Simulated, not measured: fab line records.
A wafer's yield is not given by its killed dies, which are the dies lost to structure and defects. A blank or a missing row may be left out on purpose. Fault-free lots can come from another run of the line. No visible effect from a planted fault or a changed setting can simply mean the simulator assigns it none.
Chamber matching | flow n5 finfet | N5_BEOL_M2_CO_CAP_55 on cvd co-02 has 3 sister chambers
The step material Co, precursor CCTBA/H2, target thk 2 nm, time 102.1 s. 3 wafers are shown with their chamber, then 12 later ones without.

== WAFERS PAIRED WITH THEIR CHAMBERS ==
wafer  | chamber | heater power w (W)
L090.4 | 2       | 244
L091.4 | 0       | 255
L091.5 | 1       | 250

== WAFERS WITH NO CHAMBER GIVEN ==
wafer  | heater power w (W)
L094.1 | 240
L094.2 | 256
L094.3 | 255
L094.4 | 248
L094.5 | 249
L094.6 | 244
L095.2 | 240
L095.3 | 251
L095.5 | 261
L097.3 | 250
L097.4 | 256
L097.6 | 240

== THE CHAMBER EACH PASSED THROUGH ==
wafer  | from the rows above          | in truth
L094.1 | 2                            | 2
L094.2 | can't be placed: 0 or 1      | 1
L094.3 | can't be placed: 0 or 1      | 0
L094.4 | can't be placed: 1 or 2 or 0 | 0
L094.5 | can't be placed: 1 or 2 or 0 | 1
L094.6 | 2                            | 2
L095.2 | 2                            | 2
L095.3 | can't be placed: 1 or 0      | 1
L095.5 | can't be placed: 0 or 1      | 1
L097.3 | can't be placed: 1 or 0      | 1
L097.4 | can't be placed: 0 or 1      | 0
L097.6 | 2                            | 2
Placed correctly: 4 of 12. Unplaceable from these rows: 8, with the true chamber sitting among the candidates in 8. Number placed wrongly: 0.
How it was worked out, from the rows above alone: a wafer's distance from a chamber is the root of the sum, over the readings, of the square of ((its reading less the chamber's mean) divided by the reading's scatter). The wafer belongs to the nearest chamber; if the next one is less than 2 further off, it can't be placed. The mean given for a chamber averages the wafers shown for that chamber. The scatter: with one shown wafer a chamber, the root of the mean of the squares of how far each hidden wafer lies from its nearest shown one.
